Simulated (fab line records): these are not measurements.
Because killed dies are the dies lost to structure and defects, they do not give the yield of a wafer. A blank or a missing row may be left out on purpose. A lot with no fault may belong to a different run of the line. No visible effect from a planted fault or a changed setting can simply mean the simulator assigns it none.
Matching of chambers || flow nandHarc || NHARC_A_STAIRCASE_DESCUM_168 on rieDiel-04: 4 sister chambers
The step chemistry O2, time 3 s. 8 wafers are shown with their chamber, then 9 later ones without.

== WAFERS, EACH WITH ITS CHAMBER ==
{"wafer": "L080.3", "chamber": 1, "showerheadPlenumPTorr (Torr)": 1.98, "oesProductAu (a.u.)": 0.996}
{"wafer": "L080.4", "chamber": 0, "showerheadPlenumPTorr (Torr)": 1.94, "oesProductAu (a.u.)": 0.976}
{"wafer": "L084.4", "chamber": 1, "showerheadPlenumPTorr (Torr)": 1.97, "oesProductAu (a.u.)": 1.023}
{"wafer": "L084.5", "chamber": 0, "showerheadPlenumPTorr (Torr)": 1.93, "oesProductAu (a.u.)": 0.997}
{"wafer": "L086.3", "chamber": 3, "showerheadPlenumPTorr (Torr)": 1.79, "oesProductAu (a.u.)": 0.994}
{"wafer": "L088.3", "chamber": 2, "showerheadPlenumPTorr (Torr)": 1.76, "oesProductAu (a.u.)": 0.997}
{"wafer": "L088.4", "chamber": 3, "showerheadPlenumPTorr (Torr)": 1.79, "oesProductAu (a.u.)": 0.996}
{"wafer": "L088.6", "chamber": 2, "showerheadPlenumPTorr (Torr)": 1.77, "oesProductAu (a.u.)": 0.992}

== WAFERS WITHOUT THEIR CHAMBER ==
{"wafer": "L093.2", "showerheadPlenumPTorr (Torr)": 1.97, "oesProductAu (a.u.)": 0.999}
{"wafer": "L093.3", "showerheadPlenumPTorr (Torr)": 1.92, "oesProductAu (a.u.)": 0.994}
{"wafer": "L093.4", "showerheadPlenumPTorr (Torr)": 1.92, "oesProductAu (a.u.)": 0.993}
{"wafer": "L097.1", "showerheadPlenumPTorr (Torr)": 2.07, "oesProductAu (a.u.)": 0.999}
{"wafer": "L097.3", "showerheadPlenumPTorr (Torr)": 1.96, "oesProductAu (a.u.)": 0.996}
{"wafer": "L097.4", "showerheadPlenumPTorr (Torr)": 1.92, "oesProductAu (a.u.)": 1.013}
{"wafer": "L097.2", "showerheadPlenumPTorr (Torr)": 1.79, "oesProductAu (a.u.)": 0.985}
{"wafer": "L097.5", "showerheadPlenumPTorr (Torr)": 1.79, "oesProductAu (a.u.)": 0.988}
{"wafer": "L097.6", "showerheadPlenumPTorr (Torr)": 2.07, "oesProductAu (a.u.)": 0.999}

== EACH ONE'S CHAMBER ==
{"wafer": "L093.2", "from the rows above": 1, "in truth": 1}
{"wafer": "L093.3", "from the rows above": 0, "in truth": 0}
{"wafer": "L093.4", "from the rows above": 0, "in truth": 0}
{"wafer": "L097.1", "from the rows above": 1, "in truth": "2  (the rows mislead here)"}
{"wafer": "L097.3", "from the rows above": "can't be placed: 1 or 0", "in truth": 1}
{"wafer": "L097.4", "from the rows above": 0, "in truth": 0}
{"wafer": "L097.2", "from the rows above": 3, "in truth": 3}
{"wafer": "L097.5", "from the rows above": 3, "in truth": 3}
{"wafer": "L097.6", "from the rows above": 1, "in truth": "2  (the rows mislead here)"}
Placed correctly: 6 of 9. Unplaceable from these rows: 1, with the true chamber sitting among the candidates in 1. 2 placed wrongly.
How it was worked out, from the rows above alone: a wafer's distance from a chamber is the root of the sum, over the readings, of the square of ((its reading less the chamber's mean) divided by the reading's scatter). If the next closest chamber is less than 2 further off than the closest, the wafer can't be placed; otherwise it belongs to the closest. For every chamber, the mean is computed from those of its wafers that are shown. How the scatter is found: for the shown wafers, subtract from each reading the mean of its chamber, square and add these, divide the total by (wafers less chambers), then take the root.
